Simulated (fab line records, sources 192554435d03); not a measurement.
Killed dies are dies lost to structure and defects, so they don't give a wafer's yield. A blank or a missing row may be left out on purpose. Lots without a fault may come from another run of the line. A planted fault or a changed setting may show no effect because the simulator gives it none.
fab line records | flow n5_finfet
record lots=7 wafers=39
route steps=1938 shown FIN_SAQP@100 SDB@373 HKMG_FIN@421 BEOL_M0_SAQP@636 BEOL_M3@981 BEOL_M7@1302
start_h: hours from the record's first day to the start of the lot's first wafer shown | wait_h: hours since the lot's step before | " the same as in the row above | L1.1+2: a row that stands for several wafers | - no value, or no start given | * or withheld: withheld | < > ~ a bound
route shown NAME@n: a module of which the file shows steps, and the number in the route of the first | usual: mean/standard deviation of fault-free wafers | same: alike in all rows | chamber/n: place in a boat | sites: the reading at each site | _std_site: their standard deviation | _edge_site: outer sites' mean less inner sites' | radius_mm: how far each site lies from the wafer's centre | mask NAME#n: copy n | behind: the tool/chamber that last shaped the wafer | hold: why the lot was held/for how many hours/how that ended | device: the transistor (n, p or np) that didn't switch | end of line: the same wafers' tests at the end of the route | a step without rows: its recipe alone | killed: dies lost to structure and defects at the first sort, not the wafer's yield | map: a wafer's dies, x killed, . not, _ none there
set.NAME: the setting as run; set.NAME@STEP: as run at that earlier step | model.NAME: the simulator's own value behind a step, which no gauge read
lots whose settings were changed on purpose; a table a step, a row a wafer
## steps
# step N5_FIN_SAQP_PECVD_06
# recipe material=a-Si target_thk_a=600 temp_c=400 precursor=SiH4/He pressure_torr=3 rf_w=100 time_s=48.1
# columns lot.wafer tool chamber start_h wait_h set.time_s model.a-Si_of_FIN_SAQP_PECVD_06.thk_nm
L077.1 pecvd-01 0 40.33 0.0 48.1 59.44
L077.2 " 1 " " 48.1 59.45
L077.3 " 2 " " 48.1 59.62
L077.4 " 2 " " 65.39 81.8
L077.5 " 0 " " 65.39 82.12
L077.6 " 1 " " 65.39 82.02
L082.1 pecvd-04 0 69.26 0.0 70.45 88.27
L082.2 " 2 " " 48.1 59.64
L082.3 " 1 " " 48.1 60.6
L082.4 " 1 " " 70.45 89.54
L082.5 " 0 " " 70.45 88.96
L082.6 " 2 " " 48.1 60.79
L084.1 pecvd-01 1 81.46 0.0 36.9 46.17
L084.2 " 2 " " 36.9 45.5
L084.3 " 0 " " 48.1 60.04
L084.4 " 2 " " 48.1 60.71
L084.5 " 0 " " 48.1 60.89
L084.6 " 1 " " 36.9 46.25
L085.1 pecvd-04 2 87.69 0.0 48.1 59.29
L085.2 " 1 " " 69.82 86.64
L085.3 " 0 " " 48.1 58.8
L085.4 " 2 " " 48.1 60.08
L085.5 " 0 " " 69.82 87.85
L085.6 " 1 " " 69.82 88.55
L086.1 pecvd-04 2 93.82 0.0 48.1 59.59
L086.2 " 1 " " 48.1 58.69
L086.3 " 0 " " 48.1 59.41
L086.4 " 2 " " 48.1 59.96
L086.5 " 0 " " 48.1 60.33
L086.6 " 1 " " 48.1 60.34
L092.1 pecvd-01 1 128.87 0.0 48.1 58.95
L092.2 " 2 " " 66.28 82.12
L092.3 " 0 " " 48.1 59.33
L092.4 " 0 " " 66.28 82.65
L092.5 " 2 " " 66.28 83.27
L092.6 " 1 " " 48.1 60.46
L096.1 pecvd-02 2 153.22 0.0 48.1 59.8
L096.2 " 1 " " 48.1 59.33
L096.4 " 1 " " 48.1 60.8
# step N5_FIN_SAQP_THK_MEAS_07
# usual thk_nm=59.8/0.77
# columns lot.wafer tool chamber start_h wait_h set.time_s@FIN_SAQP_PECVD_06 thk_nm
L077.1 film_metro-01 - 40.42 0.1 48.1 59.4
L077.2 " - " " 48.1 59.5
L077.3 " - " " 48.1 59.6
L077.4 " - " " 65.39 81.9
L077.5 " - " " 65.39 82.1
L077.6 " - " " 65.39 82.0
L082.1 film_metro-02 - 69.35 0.1 70.45 88.3
L082.2 " - " " 48.1 59.7
L082.3 " - " " 48.1 60.6
L082.4 " - " " 70.45 89.5
L082.5 " - " " 70.45 89.0
L082.6 " - " " 48.1 60.7
L084.1 film_metro-02 - 81.55 0.1 36.9 46.2
L084.2 " - " " 36.9 45.5
L084.3 " - " " 48.1 60.0
L084.4 " - " " 48.1 60.8
L084.5 " - " " 48.1 60.9
L084.6 " - " " 36.9 46.2
L085.1 film_metro-02 - 87.77 0.1 48.1 59.3
L085.2 " - " " 69.82 86.6
L085.3 " - " " 48.1 58.8
L085.4 " - " " 48.1 60.1
L085.5 " - " " 69.82 87.9
L085.6 " - " " 69.82 88.6
L086.1 film_metro-02 - 93.91 0.1 48.1 59.6
L086.2 " - " " 48.1 58.7
L086.3 " - " " 48.1 59.5
L086.4 " - " " 48.1 59.9
L086.5 " - " " 48.1 60.3
L086.6 " - " " 48.1 60.4
L092.1 film_metro-02 - 128.96 0.1 48.1 58.9
L092.2 " - " " 66.28 82.1
L092.3 " - " " 48.1 59.4
L092.4 " - " " 66.28 82.6
L092.5 " - " " 66.28 83.2
L092.6 " - " " 48.1 60.5
L096.1 film_metro-01 - 153.31 0.1 48.1 59.8
L096.2 " - " " 48.1 59.4
L096.4 " - " " 48.1 60.8
# step N5_FIN_SAQP_HM_DEP_72
# recipe material=SiO2 target_thk_a=120 temp_c=400 precursor=SiH4/N2O pressure_torr=0.75 rf_w=275 time_s=7.2
# step N5_FIN_SAQP_COAT_49
# recipe resist=SOC temp_c=250 time_s=60 spin_rpm=1500 resist_thk_nm=100
# step N5_FIN_SAQP_HM_OPEN_73
# recipe chemistry=CHF3/O2 target=SiO2 stop_on=a-Si target_depth_a=120 over_etch_frac=1.8 mask_material=SOC time_s=16.8 pressure_mtorr=30 source_w=650 bias_w=170 Ar_flow_sccm=200 CHF3_flow_sccm=50 O2_flow_sccm=5 ion_energy_ev=200 ends=end_point
# step N5_FIN_SAQP_STRIP_74
# recipe chemistry=CHF3/O2 resist=SiARC rf_frequency_hz=6e+07
# step N5_FIN_SAQP_MANDREL_ETCH_22
# recipe target_depth_a=600 chemistry=HBr/Cl2 target=a-Si stop_on=SiNx bt_time_s=10 over_etch_frac=0.5 time_s=30 pressure_mtorr=10 icp_w=800 bias_w=75 HBr_flow_sccm=150 Cl2_flow_sccm=80 ends=end_point
# usual oes_product_au=0.767/0.012
# columns lot.wafer tool chamber start_h wait_h set.time_s@FIN_SAQP_PECVD_06 oes_product_au model.etch.depth_nm
L077.1 rie_si-05 3 41.29 0.0 48.1 0.753 59.3
L077.2 " 2 " " 48.1 0.779 59.45
L077.3 " 0 " " 48.1 0.755 59.55
L077.4 " 1 " " 65.39 0.926 81.73
L077.5 " 2 " " 65.39 0.963 82.12
L077.6 " 1 " " 65.39 0.940 81.88
L082.1 rie_si-05 1 70.21 0.0 70.45 0.981 88.27
L082.2 " 2 " " 48.1 0.785 59.6
L082.3 " 3 " " 48.1 0.769 60.47
L082.4 " 0 " " 70.45 0.980 89.47
L082.5 " 3 " " 70.45 0.984 88.89
L082.6 " 2 " " 48.1 0.790 60.79
L084.1 rie_si-05 3 82.42 0.0 36.9 0.667 46.13
L084.2 " 1 " " 36.9 0.655 45.44
L084.3 " 2 " " 48.1 0.782 59.9
L084.4 " 0 " " 48.1 0.765 60.71
L084.5 " 0 " " 48.1 0.769 60.82
L084.6 " 3 " " 36.9 0.655 46.21
L085.1 rie_si-05 1 88.97 0.0 48.1 0.755 59.21
L085.2 " 3 " " 69.82 0.964 86.64
L085.3 " 2 " " 48.1 0.776 58.76
L085.4 " 0 " " 48.1 0.760 60.06
L085.5 " 1 " " 69.82 0.967 87.81
L085.6 " 2 " " 69.82 1.001 88.07
L086.1 rie_si-06 3 94.66 0.0 48.1 0.755 59.52
L086.2 " 2 " " 48.1 0.766 58.55
L086.3 " 0 " " 48.1 0.762 59.41
L086.4 " 2 " " 48.1 0.773 59.92
L086.5 " 0 " " 48.1 0.759 60.33
L086.6 " 3 " " 48.1 0.763 60.28
L092.1 rie_si-05 1 129.82 0.0 48.1 0.755 58.94
L092.2 " 0 " " 66.28 0.924 82.12
L092.3 " 2 " " 48.1 0.772 59.33
L092.4 " 3 " " 66.28 0.937 82.65
L092.5 " 0 " " 66.28 0.940 83.27
L092.6 " 1 " " 48.1 0.769 60.46
L096.1 rie_si-06 0 154.20 0.0 48.1 0.763 59.8
L096.2 " 2 " " 48.1 0.778 59.26
L096.4 " 3 " " 48.1 0.767 60.76
# step N5_SDB_ALD_29
# recipe material=SiNx target_thk_a=300 temp_c=400 ald_precursor_family=SiH2I2 ald_co_reactant=N2/H2-plasma pulse_time_s=1 ald_cycles=600 purge_time_s=2 co_reactant_purge_time_s=2 pressure_torr=2
# columns lot.wafer tool chamber start_h wait_h set.ald_cycles model.SiNx_of_SDB_ALD_29.thk_nm
L077.1+5+6 ald_sin-02 2,3,2 85.90 0.1 600 29.8
L077.2 " 0 " " 395 19.6
L077.3+4 " 3,1 " " 395 19.4
L082.1+3+4 ald_sin-04 2,0,1 116.11 0.0 600 30
L082.2+5 " 3,0 " " 390 19.4
L082.6 " 3 117.47 1.4 390 19.6
L084.1 ald_sin-02 3 127.94 0.0 600 29.8
L084.2+5 " 1,3 " " 327 16.2
L084.3+6 " 2 " " 600 29.6
L084.4 " 0 " " 327 16
L085.1 ald_sin-04 0 134.07 0.0 893 44.8
L085.2+6 " 3 " " 600 30.2
L085.3+5 " 2,0 " " 893 44.6
L085.4 " 1 " " 600 30
L086.1 ald_sin-03 0 142.52 0.0 600 29.6
L086.2+5 " 1,0 " " 731 36.4
L086.3+4 " 2,3 " " 600 29.8
L086.6 " 1 143.87 1.4 731 36.6
L092.1+3 ald_sin-04 1,3 175.06 0.0 600 30.2
L092.2+4+5+6 " 2,0,0,3 " " 600 30
L096.1+4 ald_sin-03 3,2 200.57 0.0 600 30.2
L096.2 " 0 " " 600 30
# step N5_SDB_CMP_30
# recipe stop_on=poly-Si t_overpolish_s=1.54 post_cmp_clean=alkaline_brush down_force_psi=4.1491 platen_rpm=51.796 pad_velocity_m_s=1.0306 target_thk_nm=30
# columns lot.wafer tool chamber start_h wait_h set.ald_cycles@SDB_ALD_29 model.SiNx_of_SDB_ALD_29.thk_nm
L077.1+5+6 cmp-01 1,1,2 88.63 1.4 600 29.8
L077.4+3 " 2,0 " " 395 19.4
L077.2 " 3 " " 395 19.6
L082.3+4+1 cmp-02 1,2,0 118.85 1.4 600 30
L082.2+5 " 3,2 " " 390 19.4
L082.6 " 1 " " 390 19.6
L084.3+6 cmp-02 0,1 130.67 1.4 600 29.6
L084.2+5 " 1,0 " " 327 16.2
L084.1 " 2 " " 600 29.8
L084.4 " 3 " " 327 16
L085.1 cmp-01 1 136.81 1.4 893 28.8
L085.2+6 " 2,1 " " 600 30.2
L085.4 " 3 " " 600 30
L085.3 " 0 " " 893 30
L085.5 " 2 " " 893 28
L086.3+4 cmp-01 0,1 145.25 1.4 600 29.8
L086.1 " 2 " " 600 29.6
L086.2 " 3 " " 731 29.2
L086.6 " 0 " " 731 29
L086.5 " 1 " " 731 28.2
L092.1+3 cmp-04 1,3 177.79 1.4 600 30.2
L092.2+4+6+5 " 2,0,1,2 " " 600 30
L096.4+1 cmp-04 2,1 203.98 2.1 600 30.2
L096.2 " 0 " " 600 30
# step N5_HKMG_FIN_PWFM_ALD_03
# recipe material=TiN target_thk_a=20 temp_c=400 ald_precursor_family=TiCl4 ald_co_reactant=NH3 pulse_time_s=1 purge_time_s=3 co_reactant_purge_time_s=2 co_reactant_pulse_time_s=2 ald_cycles=91 pressure_torr=3
# columns lot.wafer tool chamber start_h wait_h set.ald_cycles model.TiN_of_HKMG_FIN_PWFM_ALD_03.thk_nm
L077.1+2+3+4+5+6 ald_metal-02 1,3,2,0,3,2 92.99 0.0 91 2
L082.1+4+6 ald_metal-02 3,3,0 123.23 0.0 107 2.4
L082.2+3+5 " 1,0,1 " " 91 2
L084.1+2+3+4+5+6 ald_metal-03 3,2,1,0,2,1 134.95 0.0 91 2
L085.1+2+5 ald_metal-02 1,0,3 141.30 0.0 138 3
L085.3+4+6 " 3,0,1 " " 91 2
L086.1+2+4 ald_metal-02 3,0,1 149.64 0.0 133 3
L086.3+5+6 " 2,1,0 " " 91 2
L092.1+2+6 ald_metal-02 0,3,1 182.19 0.0 76 1.6
L092.3+4+5 " 2,1,0 " " 91 2
L096.1+2+4 ald_metal-03 3,0,2 209.08 0.0 91 2
# step N5_BEOL_M0_SAQP_PECVD_96
# recipe material=a-Si target_thk_a=450 temp_c=350 precursor=SiH4/He pressure_torr=3 rf_w=100 time_s=45.2
# columns lot.wafer tool chamber start_h wait_h set.time_s model.a-Si_of_BEOL_M0_SAQP_PECVD_96.thk_nm
L077.1 pecvd-03 0 130.21 0.0 45.2 44.8
L077.2 " 1 " " 70.36 69.6
L077.3 " 2 " " 70.36 69.8
L077.4 " 1 " " 45.2 44.4
L077.5 " 0 " " 45.2 45.4
L077.6 " 2 " " 70.36 70.8
L082.1 pecvd-02 0 152.78 0.0 45.2 44.6
L082.2+3 " 1,2 " " 45.2 44.8
L082.4 " 0 " " 45.2 45.4
L082.5 " 2 " " 45.2 45
L082.6 " 1 " " 45.2 45.6
L084.1+5 pecvd-03 2,1 164.19 0.0 45.2 44.8
L084.2 " 0 " " 23.67 23.6
L084.3 " 1 " " 23.67 22.8
L084.4 " 0 " " 45.2 45.8
L084.6 " 2 " " 23.67 24
L085.1 pecvd-03 0 171.17 0.0 45.2 44.6
L085.2 " 2 " " 45.2 44
L085.3 " 1 " " 45.2 43.8
L085.4 " 0 " " 18.4 18.6
L085.5 " 1 " " 18.4 17.2
L085.6 " 2 " " 18.4 18
L086.1+2 pecvd-01 1,0 182.46 0.0 45.2 43.6
L086.3 " 0 " " 60.91 59.8
L086.4 " 1 " " 60.91 60
L086.5 " 1 " " 60.91 60.4
L086.6 " 0 " " 45.2 43.8
L092.1 pecvd-03 1 213.59 0.0 58.15 56.8
L092.2 " 2 " " 45.2 44.4
L092.3 " 0 " " 45.2 45.2
L092.4 " 1 " " 45.2 44
L092.5 " 0 " " 58.15 59
L092.6 " 2 " " 58.15 58.2
L096.1 pecvd-01 2 241.15 0.0 45.2 44.6
L096.2 " 1 " " 45.2 44.8
L096.4 " 2 " " 45.2 45.8
# step N5_BEOL_M0_SAQP_PECVD_97
# recipe material=SiNx target_thk_a=230 temp_c=350 precursor=SiH4/NH3/N2 pressure_torr=1.5 rf_w=300 time_s=19.9
# step N5_BEOL_M0_SAQP_PECVD_04
# recipe material=a-Si target_thk_a=600 temp_c=350 precursor=SiH4/He pressure_torr=3 rf_w=100 time_s=60.2
# step N5_BEOL_M0_SAQP_ETCH_101
# recipe chemistry=CH3F/O2 target=SiNx mask_material=SiO2 target_depth_a=299 time_s=42.7 pressure_mtorr=30 source_w=395 bias_w=73 Ar_flow_sccm=150 CH3F_flow_sccm=30 O2_flow_sccm=20 ion_energy_ev=120
# step N5_BEOL_M0_SAQP_ETCH_102
# recipe chemistry=CF4 target=SiO2 target_depth_a=40 ion_energy_ev=350 time_s=4.4 pressure_mtorr=10 icp_w=800 bias_w=400 cf4_flow_sccm=80
# step N5_BEOL_M0_SAQP_MANDREL_ETCH_103
# recipe chemistry=HBr/Cl2 target=a-Si target_depth_a=450 bt_time_s=10 stop_on=SiCN mask_material=SiO2 over_etch_frac=0.8 time_s=27 pressure_mtorr=10 icp_w=800 bias_w=75 HBr_flow_sccm=150 Cl2_flow_sccm=80 ends=end_point
# usual oes_product_au=0.682/0.014
# columns lot.wafer tool chamber start_h wait_h set.time_s@BEOL_M0_SAQP_PECVD_96 oes_product_au model.etch.depth_nm
L077.1 rie_si-01 1 133.76 0.0 45.2 0.690 44.71
L077.2 " 2 " " 70.36 0.872 69.57
L077.3 " 0 " " 70.36 0.884 69.86
L077.4 " 3 " " 45.2 0.684 44.33
L077.5 " 1 " " 45.2 0.690 45.42
L077.6 " 0 " " 70.36 0.897 70.83
L082.1 rie_si-04 0 155.66 0.0 45.2 0.662 44.56
L082.2 " 3 " " 45.2 0.685 44.7
L082.3 " 2 " " 45.2 0.690 44.84
L082.4 " 1 " " 45.2 0.693 45.48
L082.5 " 3 " " 45.2 0.684 45.08
L082.6 " 0 " " 45.2 0.663 45.51
L084.1 rie_si-01 1 166.69 0.0 45.2 0.688 44.79
L084.2 " 2 " " 23.67 0.477 23.66
L084.3 " 0 " " 23.67 0.480 22.88
L084.4 " 3 " " 45.2 0.694 45.78
L084.5 " 2 " " 45.2 0.667 44.71
L084.6 " 3 " " 23.67 0.514 24.04
L085.1 rie_si-01 3 173.79 0.0 45.2 0.689 44.61
L085.2 " 0 " " 45.2 0.668 43.97
L085.3 " 1 " " 45.2 0.679 43.7
L085.4 " 2 " " 18.4 0.442 18.56
L085.5 " 2 " " 18.4 0.423 17.17
L085.6 " 3 " " 18.4 0.458 17.97
L086.1 rie_si-02 0 186.20 0.0 45.2 0.666 43.69
L086.2 " 2 " " 45.2 0.681 43.68
L086.3 " 3 " " 60.91 0.817 59.89
L086.4 " 1 " " 60.91 0.830 60.08
L086.5 " 3 " " 60.91 0.818 60.32
L086.6 " 0 " " 45.2 0.666 43.77
L092.1 rie_si-01 1 216.08 0.0 58.15 0.796 56.76
L092.2 " 2 " " 45.2 0.657 44.38
L092.3 " 3 " " 45.2 0.694 45.13
L092.4 " 0 " " 45.2 0.666 43.93
L092.5 " 0 " " 58.15 0.800 59.09
L092.6 " 3 " " 58.15 0.813 58.22
L096.1 rie_si-01 2 243.58 0.0 45.2 0.658 44.52
L096.2 " 1 " " 45.2 0.686 44.88
L096.4 " 3 " " 45.2 0.701 45.88
# step N5_BEOL_M3_ETCH_41
# recipe chemistry=CH3F/O2 target=SiCN target_depth_a=299 taper_deg=2 time_s=52.5 ion_energy_ev=120 mask_material=TiN pressure_mtorr=30 source_w=395 bias_w=75 Ar_flow_sccm=150 CH3F_flow_sccm=30 O2_flow_sccm=20
# columns lot.wafer tool chamber start_h wait_h set.target_depth_a model.etch.depth_nm
L077.1 rie_diel-06 3 - - 451.5 31.28
L077.2 " 2 " " 451.5 29.9
L077.3 " 0 " " 299 19.63
L077.4 " 1 " " 451.5 29.82
L077.5 " 0 " " 299 19.83
L077.6 " 3 " " 299 20.61
L082.1 rie_diel-06 2 - - 299 19.59
L082.2 " 1 " " 410.3 26.7
L082.3 " 0 " " 410.3 26.85
L082.4 " 3 " " 410.3 28.08
L082.5 " 0 " " 299 19.55
L082.6 " 1 " " 299 19.53
L084.1 rie_diel-01 1 - - 299 19.38
L084.2 " 3 " " 299 19.37
L084.3 " 0 " " 299 19.94
L084.4 " 0 " " 299 20
L084.5 " 1 " " 299 19.25
L084.6 " 3 " " 299 19.53
L085.1 rie_diel-01 2 - - 299 20.2
L085.2+5 " 3,1 " " 155.5 10.11
L085.3 " 0 " " 155.5 10.44
L085.4 " 1 " " 299 19.46
L085.6 " 2 " " 299 20.39
L086.1 rie_diel-01 3 - - 299 19.37
L086.2 " 2 " " 299 20.15
L086.3 " 1 " " 299 19.38
L086.4 " 0 " " 299 19.92
L086.5 " 0 " " 299 19.88
L086.6 " 1 " " 299 19.36
L092.1 rie_diel-01 1 - - 469 30.48
L092.2 " 3 " " 469 30.68
L092.3 " 0 " " 469 31.1
L092.4 " 2 " " 299 20.12
L092.5 " 2 " " 299 20.19
L092.6 " 3 " " 299 19.52
L096.1 rie_diel-02 2 - - 299 19.77
L096.2 " 0 " " 299 19.34
L096.4 " 1 " " 299 20.21
# step N5_BEOL_M7_ETCH_66
# recipe chemistry=N2/H2 target=SOC target_depth_a=800 overetch_a=160 mask_material=SiARC temp_c=40 time_s=120 ion_energy_ev=200 pressure_mtorr=30 source_w=840 bias_w=150 n2_flow_sccm=200 h2_flow_sccm=200
# columns lot.wafer tool chamber start_h wait_h set.time_s model.SiARC_of_BEOL_M7_COAT_64.thk_nm model.BEOL_M7.cd_nm
L077.1 rie_diel-02 3 239.57 0.0 120 6 40.2
L077.2 " 0 " " 120 6.4 40
L077.3+5 " 2 " " 120 6.6 39.8
L077.4+6 " 1 " " 120 6.2 40.2
L082.1+4 rie_diel-06 2,0 266.87 0.0 120 6.6 39.8
L082.2 " 3 " " 182.8 3.2 41.4
L082.3 " 1 " " 182.8 3.8 41.2
L082.5 " 2 " " 182.8 3.8 41.4
L082.6 " 3 " " 120 6.2 40.2
L084.1 rie_diel-02 0 272.45 0.0 120 6.6 40.2
L084.2 " 2 " " 120 6.6 39.8
L084.3+4+5 " 3,1,1 " " 120 6.2 40
L084.6 " 0 " " 120 6.4 40
L085.1 rie_diel-01 2 279.21 0.0 120 6.2 39.6
L085.2+4 " 1,3 " " 86.67 8.2 39.2
L085.3 " 0 " " 120 6.6 40.4
L085.5 " 0 " " 86.67 8 39.6
L085.6 " 3 " " 120 6.6 39.8
L086.1 rie_diel-02 1 297.21 0.0 120 6.2 40
L086.2+5 " 3,1 " " 86.93 7.8 39.4
L086.3 " 0 " " 120 6.6 39.8
L086.4 " 2 " " 86.93 8 39.2
L086.6 " 2 " " 120 6.6 39.6
L092.1 rie_diel-02 1 335.03 0.0 120 6.2 40.4
L092.2 " 0 " " 84.84 8.2 39.4
L092.3 " 2 " " 120 6.6 40.4
L092.4 " 3 " " 84.84 8 39.2
L092.5 " 1 " " 84.84 7.8 39.6
L092.6 " 0 " " 120 6.4 40.2
L096.1 rie_diel-06 0 357.39 0.0 120 6.6 39.4
L096.2 " 1 " " 120 6.2 40
L096.4 " 3 " " 120 6 40.2
## key
split step=N5_FIN_SAQP_PECVD_06 setting=time_s stated=48.1 by=wafer
response step=N5_FIN_SAQP_PECVD_06 reading=model.a-Si_of_FIN_SAQP_PECVD_06.thk_nm change=+0.62 per=1% r=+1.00
response step=N5_FIN_SAQP_THK_MEAS_07 reading=thk_nm change=* per=1% r=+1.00
response step=N5_FIN_SAQP_MANDREL_ETCH_22 reading=oes_product_au change=+0.00461 per=1% r=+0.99
response step=N5_FIN_SAQP_MANDREL_ETCH_22 reading=model.etch.depth_nm change=+0.619 per=1% r=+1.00
split step=N5_SDB_ALD_29 setting=ald_cycles stated=600 by=wafer
response step=N5_SDB_ALD_29 reading=model.SiNx_of_SDB_ALD_29.thk_nm change=+0.3 per=1% r=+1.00
response step=N5_SDB_CMP_30 reading=model.SiNx_of_SDB_ALD_29.thk_nm shape=bent at_lowest=16.13 at_stated=29.95 at_highest=28.93
split step=N5_HKMG_FIN_PWFM_ALD_03 setting=ald_cycles stated=91 by=wafer
response step=N5_HKMG_FIN_PWFM_ALD_03 reading=model.TiN_of_HKMG_FIN_PWFM_ALD_03.thk_nm change=+0.0207 per=1% r=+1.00
split step=N5_BEOL_M0_SAQP_PECVD_96 setting=time_s stated=45.2 by=wafer
response step=N5_BEOL_M0_SAQP_PECVD_96 reading=model.a-Si_of_BEOL_M0_SAQP_PECVD_96.thk_nm change=+0.453 per=1% r=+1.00
response step=N5_BEOL_M0_SAQP_MANDREL_ETCH_103 reading=oes_product_au change=+0.00395 per=1% r=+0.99
response step=N5_BEOL_M0_SAQP_MANDREL_ETCH_103 reading=model.etch.depth_nm change=+0.453 per=1% r=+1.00
split step=N5_BEOL_M3_ETCH_41 setting=target_depth_a stated=299 by=wafer
response step=N5_BEOL_M3_ETCH_41 reading=model.etch.depth_nm change=+0.199 per=1% r=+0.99
split step=N5_BEOL_M7_ETCH_66 setting=time_s stated=120 by=wafer
response step=N5_BEOL_M7_ETCH_66 reading=model.SiARC_of_BEOL_M7_COAT_64.thk_nm change=-0.0549 per=1% r=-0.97
response step=N5_BEOL_M7_ETCH_66 reading=model.BEOL_M7.cd_nm change=+0.0254 per=1% r=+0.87
